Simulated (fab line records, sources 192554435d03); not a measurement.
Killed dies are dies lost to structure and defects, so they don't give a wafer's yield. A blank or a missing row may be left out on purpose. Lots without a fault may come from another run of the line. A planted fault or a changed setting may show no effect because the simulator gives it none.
fab line records | flow n5_finfet | part 1 of 2: steps 1 to 29 of 33
record lots=5 wafers=15 last_day=15
route steps=1938 shown BEOL_M13@1701 BEOL_M14@1716
lots that met no fault: from a run of the same line without faults
start_h: hours from the record's first day to the start of the lot's first wafer shown | wait_h: hours since the lot's step before | " the same as in the row above | L1.1+2: a row that stands for several wafers | - no value, or no start given | * or withheld: withheld | < > ~ a bound
route shown NAME@n: a module of which the file shows steps, and the number in the route of the first | usual: mean/standard deviation of fault-free wafers | same: alike in all rows | chamber/n: place in a boat | sites: the reading at each site | _std_site: their standard deviation | _edge_site: outer sites' mean less inner sites' | radius_mm: how far each site lies from the wafer's centre | mask NAME#n: copy n | behind: the tool/chamber that last shaped the wafer | hold: why the lot was held/for how many hours/how that ended | device: the transistor (n, p or np) that didn't switch | end of line: the same wafers' tests at the end of the route | a step without rows: its recipe alone | killed: dies lost to structure and defects at the first sort, not the wafer's yield | map: a wafer's dies, x killed, . not, _ none there
set.NAME: the setting as run; set.NAME@STEP: as run at that earlier step | model.NAME: the simulator's own value behind a step, which no gauge read
lots at some steps of the route; a table a step, a row a wafer
services: from which hour (start_h, from the record's first day; less than 0 if before it) a tool's chamber was out of use, for how many hours, and why
## steps
# step N5_BEOL_M13_PRECLEAN_39
# recipe chemistry=residue_remover time_s=60 temp_c=40
# usual temp_c=40.01/0.11
# columns lot.wafer tool chamber start_h wait_h temp_c
L079.1 wet_bench-02 2 280.01 0.1 39.86
L079.2 " 3 " " 40.04
L079.6 " 1 " " 39.98
L081.1 wet_bench-04 2 286.47 0.1 39.93
L081.3 " 3 " " 39.86
L081.5 " 1 " " 40.16
L084.2 wet_bench-04 7 305.18 0.1 40.17
L084.3 " 3 " " 40.02
L084.5 " 2 " " 39.76
L086.1 wet_bench-03 3 319.88 0.1 40.10
L086.3 " 6 " " 39.91
L086.4 " 4 " " 39.94
L087.3 wet_bench-04 2 331.35 0.1 40.12
L087.4 " 3 " " 40.01
L087.5 " 1 " " 40.19
# step N5_BEOL_M13_SRD_40
# recipe time_s=30 temp_c=23 rinse_liquid=diw dry=n2_spin spin_rpm=1500 dry_time_s=30
# usual temp_c=23.01/0.12
# columns lot.wafer tool chamber start_h wait_h temp_c
L079.1 wet_bench-02 2 280.03 0.0 23.31
L079.2 " 3 " " 23.22
L079.6 " 1 " " 23.00
L081.1 wet_bench-04 2 286.49 0.0 23.06
L081.3 " 3 " " 22.84
L081.5 " 1 " " 23.08
L084.2 wet_bench-04 7 305.20 0.0 22.81
L084.3 " 3 " " 22.86
L084.5 " 2 " " 23.19
L086.1 wet_bench-03 3 319.90 0.0 23.10
L086.3 " 6 " " 22.82
L086.4 " 4 " " 23.34
L087.3 wet_bench-04 2 331.37 0.0 23.00
L087.4 " 3 " " 23.11
L087.5 " 1 " " 23.05
# step N5_BEOL_M13_DEGAS_41
# recipe ambient=vacuum temp_c=250 time_s=60
# usual heater_power_w=341/21
# columns lot.wafer tool chamber start_h wait_h heater_power_w
L079.1 pvd_sputter-02 - 280.16 0.1 319
L079.2 " - " " 368
L079.6 " - " " 352
L081.1 pvd_sputter-01 - 286.86 0.4 336
L081.3 " - " " 313
L081.5 " - " " 334
L084.2 pvd_sputter-01 - 305.48 0.3 324
L084.3 " - " " 340
L084.5 " - " " 301
L086.1 pvd_sputter-01 - 320.14 0.2 307
L086.3 " - " " 346
L086.4 " - " " 343
L087.3 pvd_sputter-02 - 331.61 0.2 359
L087.4 " - " " 346
L087.5 " - " " 367
# step N5_BEOL_M13_PRE_CLEAN_42
# recipe gas=H2/He time_s=30 temp_c=250
# usual heater_power_w=341/21
# columns lot.wafer tool chamber start_h wait_h heater_power_w
L079.1 pvd_sputter-02 - 280.20 0.0 319
L079.2 " - " " 355
L079.6 " - " " 355
L081.1 pvd_sputter-01 - 286.90 0.0 340
L081.3 " - " " 308
L081.5 " - " " 326
L084.2 pvd_sputter-01 - 305.52 0.0 332
L084.3 " - " " 340
L084.5 " - " " 312
L086.1 pvd_sputter-01 - 320.18 0.0 313
L086.3 " - " " 347
L086.4 " - " " 350
L087.3 pvd_sputter-02 - 331.65 0.0 348
L087.4 " - " " 343
L087.5 " - " " 355
# step N5_BEOL_M13_SPUTTER_43
# recipe material=TaN target_thk_a=150 temp_c=50 bias_v=168.6 power_w=15000 chamber_pressure_pa=0.12 time_s=24.19
# usual throttle_valve_pct=30.0/1.2
# columns lot.wafer tool chamber start_h wait_h throttle_valve_pct
L079.1 pvd_sputter-02 - 280.24 0.0 31.2
L079.2 " - " " 28.4
L079.6 " - " " 28.3
L081.1 pvd_sputter-01 - 286.94 0.0 30.0
L081.3 " - " " 30.1
L081.5 " - " " 28.8
L084.2 pvd_sputter-01 - 305.56 0.0 29.0
L084.3 " - " " 29.4
L084.5 " - " " 30.2
L086.1 pvd_sputter-01 - 320.22 0.0 30.4
L086.3 " - " " 29.8
L086.4 " - " " 29.5
L087.3 pvd_sputter-02 - 331.69 0.0 28.2
L087.4 " - " " 28.9
L087.5 " - " " 28.1
# step N5_BEOL_M13_SPUTTER_44
# recipe material=Ta target_thk_a=100 temp_c=50 bias_v=80 power_w=15000 chamber_pressure_pa=0.07 time_s=16.13
# usual throttle_valve_pct=30.0/1.2
# columns lot.wafer tool chamber start_h wait_h throttle_valve_pct
L079.1 pvd_sputter-02 - 280.32 0.0 30.9
L079.2 " - " " 28.4
L079.6 " - " " 28.3
L081.1 pvd_sputter-01 - 287.02 0.0 30.1
L081.3 " - " " 30.5
L081.5 " - " " 29.2
L084.2 pvd_sputter-01 - 305.64 0.0 28.9
L084.3 " - " " 29.5
L084.5 " - " " 30.4
L086.1 pvd_sputter-01 - 320.30 0.0 30.3
L086.3 " - " " 29.9
L086.4 " - " " 29.4
L087.3 pvd_sputter-02 - 331.77 0.0 28.6
L087.4 " - " " 28.7
L087.5 " - " " 28.0
# step N5_BEOL_M13_SPUTTER_45
# recipe material=Cu target_thk_a=800 temp_c=-20 bias_v=60 power_w=26000 chamber_pressure_pa=0.13 time_s=13.33
# usual throttle_valve_pct=30.0/1.2
# columns lot.wafer tool chamber start_h wait_h throttle_valve_pct
L079.1 pvd_sputter-02 - 280.40 0.0 31.3
L079.2 " - " " 28.1
L079.6 " - " " 28.4
L081.1 pvd_sputter-01 - 287.10 0.0 29.9
L081.3 " - " " 30.2
L081.5 " - " " 29.1
L084.2 pvd_sputter-01 - 305.72 0.0 29.3
L084.3 " - " " 29.4
L084.5 " - " " 30.2
L086.1 pvd_sputter-01 - 320.38 0.0 30.2
L086.3 " - " " 30.1
L086.4 " - " " 29.2
L087.3 pvd_sputter-02 - 331.85 0.0 28.3
L087.4 " - " " 28.7
L087.5 " - " " 28.0
# step N5_BEOL_M13_ECD_47
# recipe material=Cu target_thk_a=9360
# columns lot.wafer tool chamber start_h wait_h
L079.1+2+6 ecd_cu-02 0,1,1 280.52 0.1
L081.1+3+5 ecd_cu-02 0,1,0 287.21 0.1
L084.2+3+5 ecd_cu-02 0 305.84 0.1
L086.1+3+4 ecd_cu-01 1,1,0 320.50 0.1
L087.3+4+5 ecd_cu-02 0,1,1 332.01 0.1
# step N5_BEOL_M13_ANNEAL_48
# recipe temp_c=225 time_s=90 ambient=N2
# usual wafer_temp_C_max=226.2/0.36
# columns lot.wafer tool chamber start_h wait_h wafer_temp_C_max
L079.1 rtp_anneal-01 0 280.97 0.4 226.1
L079.2 " 0 " " 225.9
L079.6 " 0 " " 225.6
L081.1 rtp_anneal-02 0 287.59 0.3 226.7
L081.3 " 0 " " 226.5
L081.5 " 0 " " 226.1
L084.2 rtp_anneal-01 0 306.07 0.2 226.2
L084.3 " 0 " " 226.0
L084.5 " 0 " " 225.9
L086.1 rtp_anneal-02 0 320.66 0.1 226.1
L086.3 " 0 " " 226.8
L086.4 " 0 " " 226.2
L087.3 rtp_anneal-01 0 332.37 0.3 225.6
L087.4 " 0 " " 226.1
L087.5 " 0 " " 225.9
# step N5_BEOL_M13_CMP_49
# recipe stop_on=SiOC t_overpolish_s=17.1 down_force_psi=1 platen_rpm=50 clearing_platen_down_force_psi=1.5 clearing_platen_rpm=50 post_cmp_clean=cu_alkaline target_thk_nm=420 clearing_platen_pad_velocity_m_s=0.99484 pad_velocity_m_s=0.99484
# usual barrier_field_endpoint_s=30.5/0.64 motor_current_A=6.0/0.49 overpolish_run_s=17.100/0.0093
# columns lot.wafer tool chamber start_h wait_h barrier_field_endpoint_s motor_current_A overpolish_run_s
L079.2 cmp-01 1 281.49 0.4 31.5 5.5 17.106
L079.1 " 2 " " 30.6 5.8 17.106
L079.6 " 1 " " 30.5 5.4 17.098
L081.3 cmp-03 2 287.93 0.2 31.1 5.5 17.072
L081.1 " 3 " " 30.6 5.8 17.102
L081.5 " 1 " " 30.8 7.3 17.101
L084.2 cmp-01 1 306.40 0.3 30.7 5.5 17.112
L084.3 " 2 " " 30.8 5.8 17.100
L084.5 " 3 " " 30.3 6.3 17.105
L086.1 cmp-04 0 320.96 0.3 30.5 5.4 17.089
L086.3 " 2 " " 30.9 5.6 17.105
L086.4 " 3 " " 30.0 5.8 17.095
L087.4 cmp-01 0 332.59 0.1 29.9 6.1 17.091
L087.3 " 1 " " 30.7 5.4 17.093
L087.5 " 1 " " 30.4 5.2 17.100
# step N5_BEOL_M13_THK_MEAS_50
# recipe thk_meas_gauge=xrf reads=Cu_of_BEOL_M13_ECD_47
# usual M13_THK=411/7
# columns lot.wafer tool chamber start_h wait_h M13_THK[nm]
L079.1 film_metro-01 - 281.75 - 407
L079.2 " - " " 414
L079.6 " - " " 403
L081.1 film_metro-02 - 288.18 - 414
L081.3 " - " " 410
L081.5 " - " " 406
L084.2 film_metro-02 - 306.62 - 409
L084.3 " - " " 405
L084.5 " - " " 404
L086.1 film_metro-01 - 321.25 - 415
L086.3 " - " " 422
L086.4 " - " " 418
L087.3 film_metro-01 - 332.88 - 418
L087.4 " - " " 417
L087.5 " - " " 417
# step N5_BEOL_M13_PRE_CLEAN_52
# recipe gas=NH3 time_s=15 temp_c=withheld rf_power_w=300
# columns lot.wafer tool chamber start_h wait_h
L079.1+2+6 pecvd-02 2,1,0 281.78 0.0
L081.1+3+5 pecvd-03 2,1,0 288.25 0.1
L084.2+3+5 pecvd-03 2,1,2 306.66 0.0
L086.1+3+4 pecvd-03 0,1,0 321.29 0.0
L087.3+4+5 pecvd-01 0,2,0 332.93 0.0
# step N5_BEOL_M13_DEP_53
# recipe material=SiCN target_thk_a=500 temp_c=withheld precursor=3MS/NH3 pressure_torr=3 rf_w=675 time_s=17.8
# usual showerhead_plenum_p_Torr=4.153/0.018 throttle_valve_pct=17.7/0.97
# columns lot.wafer tool chamber start_h wait_h showerhead_plenum_p_Torr throttle_valve_pct
L079.1 pecvd-02 2 281.81 0.0 4.136 17.5
L079.2 " 1 " " 4.148 18.5
L079.6 " 0 " " 4.174 17.7
L081.1 pecvd-03 2 288.27 0.0 4.156 16.6
L081.3 " 1 " " 4.134 19.0
L081.5 " 0 " " 4.141 17.6
L084.2 pecvd-03 2 306.68 0.0 4.158 16.6
L084.3 " 1 " " 4.141 19.3
L084.5 " 2 " " 4.159 16.6
L086.1 pecvd-03 0 321.31 0.0 4.143 17.8
L086.3 " 1 " " 4.127 18.9
L086.4 " 0 " " 4.142 17.6
L087.3 pecvd-01 0 332.98 0.0 4.178 18.6
L087.4 " 2 " " 4.149 16.4
L087.5 " 0 " " 4.166 18.5
# step N5_BEOL_M13_RS_MEAS_54
# recipe thk_meas_gauge=four-point-probe reads=Cu_of_BEOL_M13_ECD_47+Ta_of_BEOL_M13_SPUTTER_44+TaN_of_BEOL_M13_SPUTTER_43
# usual M13_RS=0.0451/0.00052
# columns lot.wafer tool chamber start_h wait_h M13_RS[ohm/sq]
L079.1 film_metro-02 - 281.87 0.0 0.0458
L079.2 " - " " 0.0449
L079.6 " - " " 0.0464
L081.1 film_metro-02 - 288.34 0.0 0.0443
L081.3 " - " " 0.0448
L081.5 " - " " 0.0451
L084.2 film_metro-01 - 306.75 0.1 0.0449
L084.3 " - " " 0.0453
L084.5 " - " " 0.0457
L086.1 film_metro-01 - 321.38 0.0 0.0450
L086.3 " - " " 0.0445
L086.4 " - " " 0.0447
L087.3 film_metro-02 - 333.04 0.1 0.0449
L087.4 " - " " 0.0452
L087.5 " - " " 0.0451
# step N5_BEOL_M13_INSPECT_55
# recipe inspect_instrument=darkfield mode=post_dep
# usual raw_defect_count=71/21
# columns lot.wafer tool chamber start_h wait_h raw_defect_count
L079.1 defect_inspect-01 - 281.90 0.0 123
L079.2 " - " " 114
L079.6 " - " " 55
L081.1 defect_inspect-02 - 288.36 0.0 109
L081.3 " - " " 50
L081.5 " - " " 71
L084.2 defect_inspect-01 - 306.78 0.0 54
L084.3 " - " " 77
L084.5 " - " " 91
L086.1 defect_inspect-02 - 321.42 0.0 112
L086.3 " - " " 84
L086.4 " - " " 68
L087.3 defect_inspect-01 - 333.07 0.0 79
L087.4 " - " " 81
L087.5 " - " " 109
# step N5_BEOL_M14_ILD_DEP_00
# recipe material=SiO2 target_thk_a=11193 temp_c=400 precursor=TEOS/O2 pressure_torr=6.5 rf_w=900 teos_flow_sccm=161.4 gas=O2 flow_sccm=2650 time_s=237.4
# usual heater_power_w=545/83 showerhead_plenum_p_Torr=8.336/0.028 throttle_valve_pct=18.7/1.2
# columns lot.wafer tool chamber start_h wait_h heater_power_w showerhead_plenum_p_Torr throttle_valve_pct
L079.1 pecvd-02 2 281.94 0.0 538 8.320 18.0
L079.2 " 0 " " 499 8.337 18.5
L079.6 " 1 " " 689 8.327 19.2
L081.1 pecvd-03 0 288.40 0.0 738 8.314 18.2
L081.3 " 1 " " 514 8.307 20.0
L081.5 " 0 " " 564 8.313 18.1
L084.2 pecvd-02 2 306.81 0.0 578 8.309 18.0
L084.3 " 0 " " 564 8.356 18.4
L084.5 " 2 " " 434 8.319 18.0
L086.1 pecvd-02 1 321.45 0.0 732 8.322 18.9
L086.3 " 2 " " 571 8.306 17.6
L086.4 " 1 " " 548 8.318 19.4
L087.3 pecvd-03 1 333.10 0.0 479 8.305 19.9
L087.4 " 0 " " 711 8.326 18.2
L087.5 " 1 " " 549 8.300 19.7
# step N5_BEOL_M14_THK_MEAS_01
# recipe reads=SiO2_of_BEOL_M14_ILD_DEP_00
# usual M14_ILD_THK=1122/14
# columns lot.wafer tool chamber start_h wait_h M14_ILD_THK[nm]
L079.1 film_metro-02 - 282.13 0.1 1120
L079.2 " - " " 1130
L079.6 " - " " 1134
L081.1 film_metro-01 - 288.59 0.1 1129
L081.3 " - " " 1111
L081.5 " - " " 1147
L084.2 film_metro-01 - 307.00 0.1 1116
L084.3 " - " " 1131
L084.5 " - " " 1140
L086.1 film_metro-02 - 321.64 0.1 1106
L086.3 " - " " 1102
L086.4 " - " " 1126
L087.3 film_metro-01 - 333.30 0.1 1116
L087.4 " - " " 1122
L087.5 " - " " 1133
# step N5_BEOL_M14_COAT_58
# recipe resist=BARC temp_c=205 time_s=60 spin_rpm=1500 resist_thk_nm=89
# columns lot.wafer tool chamber start_h wait_h
L079.1+2+6 litho_track-03 0 282.16 0.0
L081.1+3+5 litho_track-04 0 288.62 0.0
L084.2+3+5 litho_track-03 0 307.03 0.0
L086.1+3+4 litho_track-01 0 321.67 0.0
L087.3+4+5 litho_track-04 0 333.33 0.0
# step N5_BEOL_M14_COAT_04
# recipe spin_rpm=1704 resist_thk_nm=800
# columns lot.wafer tool chamber start_h wait_h
L079.1+2+6 litho_track-03 0 - -
L081.1+3+5 litho_track-04 0 - -
L084.2+3+5 litho_track-03 0 - -
L086.1+3+4 litho_track-01 0 - -
L087.3+4+5 litho_track-04 0 - -
# step N5_BEOL_M14_EBR_06
# recipe solvent=PGMEA ebr_width_mm=1.5
# columns lot.wafer tool chamber start_h wait_h
L079.1+2+6 litho_track-03 0 - -
L081.1+3+5 litho_track-04 0 - -
L084.2+3+5 litho_track-03 0 - -
L086.1+3+4 litho_track-01 0 - -
L087.3+4+5 litho_track-04 0 - -
# step N5_BEOL_M14_SOFTBAKE_05
# recipe temp_c=130 time_s=60
# columns lot.wafer tool chamber start_h wait_h
L079.1+2+6 litho_track-03 0 - -
L081.1+3+5 litho_track-04 0 - -
L084.2+3+5 litho_track-03 0 - -
L086.1+3+4 litho_track-01 0 - -
L087.3+4+5 litho_track-04 0 - -
# step N5_BEOL_M14_EXPOSE_07
# recipe mask_id=V13 na=0.8 source_shape=annular sigma_inner=0.5 sigma_outer=0.8 polarization=unpolarized attpsm_phase_deg=180 dose_mj=57
# same sigma_outer=0.8
# columns lot.wafer tool chamber start_h wait_h mask
L079.1+2+6 krf_scanner-01 0 282.26 - V13#0
L081.1+3+5 krf_scanner-02 0 288.85 - V13#0
L084.2+3+5 krf_scanner-02 0 307.14 - V13#0
L086.1+3+4 krf_scanner-01 0 321.90 - V13#0
L087.3+4+5 krf_scanner-01 0 333.44 - V13#0
# step N5_BEOL_M14_PEB_08
# recipe peb_temp_c=130 peb_time_s=90
# same peb_time_s=90
# columns lot.wafer tool chamber start_h wait_h
L079.1+2+6 litho_track-03 0 282.32 0.1
L081.1+3+5 litho_track-01 0 288.91 0.1
L084.2+3+5 litho_track-01 0 307.19 0.0
L086.1+3+4 litho_track-03 0 321.96 0.1
L087.3+4+5 litho_track-04 0 333.49 0.0
# step N5_BEOL_M14_DEVELOP_09
# recipe develop_time_s=45 rinse_liquid=diw dry=air_spin dev_temp_c=21
# columns lot.wafer tool chamber start_h wait_h
L079.1+2+6 litho_track-03 0 - -
L081.1+3+5 litho_track-01 0 - -
L084.2+3+5 litho_track-01 0 - -
L086.1+3+4 litho_track-03 0 - -
L087.3+4+5 litho_track-04 0 - -
# step N5_BEOL_M14_HARDBAKE_14
# recipe temp_c=130 time_s=120
# columns lot.wafer tool chamber start_h wait_h
L079.1+2+6 litho_track-03 0 - -
L081.1+3+5 litho_track-01 0 - -
L084.2+3+5 litho_track-01 0 - -
L086.1+3+4 litho_track-03 0 - -
L087.3+4+5 litho_track-04 0 - -
# step N5_BEOL_M14_CD_MEAS_10
# recipe target_cd_nm=250 landing_energy_ev=500 detector=se_inlens polarity=opening
# usual cd_nm=250.3/1.3
# columns lot.wafer tool chamber start_h wait_h cd_nm
L079.1 cd_sem-03 0 282.43 - 251.4
L079.2 " 0 " " 249.9
L079.6 " 0 " " 248.9
L081.1 cd_sem-02 0 289.02 - 248.0
L081.3 " 0 " " 250.0
L081.5 " 0 " " 250.8
L084.2 cd_sem-02 0 307.31 - 248.9
L084.3 " 0 " " 251.7
L084.5 " 0 " " 249.5
L086.1 cd_sem-01 0 322.07 - 251.9
L086.3 " 0 " " 251.4
L086.4 " 0 " " 250.9
L087.3 cd_sem-02 0 333.60 - 250.1
L087.4 " 0 " " 249.4
L087.5 " 0 " " 250.0
# step N5_BEOL_M14_OVL_MEAS_11
# recipe points_per_wafer=44
# usual V13_OVL=3/5.7
# columns lot.wafer tool chamber start_h wait_h V13_OVL[nm]
L079.1 overlay-02 0 282.46 0.0 -8
L079.2 " 0 " " -1
L079.6 " 0 " " -1
L081.1 overlay-02 0 289.05 0.0 -1
L081.3 " 0 " " 5
L081.5 " 0 " " 10
L084.2 overlay-01 0 307.34 0.0 12
L084.3 " 0 " " 8
L084.5 " 0 " " 9
L086.1 overlay-01 0 322.10 0.0 10
L086.3 " 0 " " 13
L086.4 " 0 " " 15
L087.3 overlay-02 0 333.63 0.0 -5
L087.4 " 0 " " 3
L087.5 " 0 " " -4
# step N5_BEOL_M14_INSPECT_12
# recipe mode=adi inspect_instrument=macro
# usual raw_defect_count=2.1/1.4
# columns lot.wafer tool chamber start_h wait_h raw_defect_count
L079.1 defect_inspect-01 - 282.49 0.0 1
L079.2 " - " " 4
L079.6 " - " " 1
L081.1 defect_inspect-01 - 289.09 0.0 6
L081.3 " - " " 1
L081.5 " - " " 2
L084.2 defect_inspect-01 - 307.36 0.0 1
L084.3 " - " " 2
L084.5 " - " " 4
L086.1 defect_inspect-01 - 322.13 0.0 1
L086.3 " - " " 4
L086.4 " - " " 2
L087.3 defect_inspect-01 - 333.66 0.0 2
L087.4 " - " " 1
L087.5 " - " " 1
# step N5_BEOL_M14_DESCUM_15
# recipe chemistry=O2 time_s=7.9 source_power_w=50 bias_power_w=20 pressure_mtorr=20 rf_frequency_hz=2.712e+07 temp_c=40 o2_flow_sccm=225
# usual drypump_motor_current_A=5.8/0.48 oes_product_au=0.79/0.063 rf_vpp_V=243.0/1.3 showerhead_plenum_p_Torr=2.08/0.077 temp_c=40.01/0.11 throttle_valve_pct=20.38/0.22
# columns lot.wafer tool chamber start_h wait_h drypump_motor_current_A oes_product_au rf_hours_counter_h rf_vpp_V showerhead_plenum_p_Torr temp_c throttle_valve_pct
L079.1 rie_diel-06 2 282.56 0.1 5.8 0.86 43 242.0 2.04 40.22 20.25
L079.2 " 0 " " 5.3 0.79 120 245.4 2.19 40.08 20.54
L079.6 " 0 " " 5.3 0.78 - 244.0 2.19 40.06 20.55
L081.1 rie_diel-05 2 289.46 0.4 5.1 0.86 47 242.3 2.05 40.04 20.17
L081.3 " 3 " " 6.7 0.72 185 242.6 2.07 39.91 20.45
L081.5 " 3 " " 6.7 0.72 - 244.3 2.07 39.79 20.44
L084.2 rie_diel-06 0 307.44 0.1 5.3 0.79 127 245.4 2.19 40.14 20.58
L084.3 " 1 " " 6.0 0.69 240 242.6 1.98 39.81 20.40
L084.5 " 0 " " 5.3 0.80 - 244.6 2.19 40.13 20.56
L086.1 rie_diel-05 0 323.33 1.2 6.1 0.82 70 242.7 2.03 39.99 20.51
L086.3 " 2 " " 5.1 0.83 60 242.0 2.04 40.00 20.20
L086.4 " 1 " " 5.9 0.81 98 241.4 2.03 39.91 20.48
L087.3 rie_diel-04 0 333.69 0.0 6.7 0.90 24 245.7 2.24 40.01 20.07
L087.4 " 3 " " 5.8 0.80 80 244.5 2.11 40.07 20.36
L087.5 " 1 " " 5.3 0.77 - 245.6 2.19 40.07 20.59
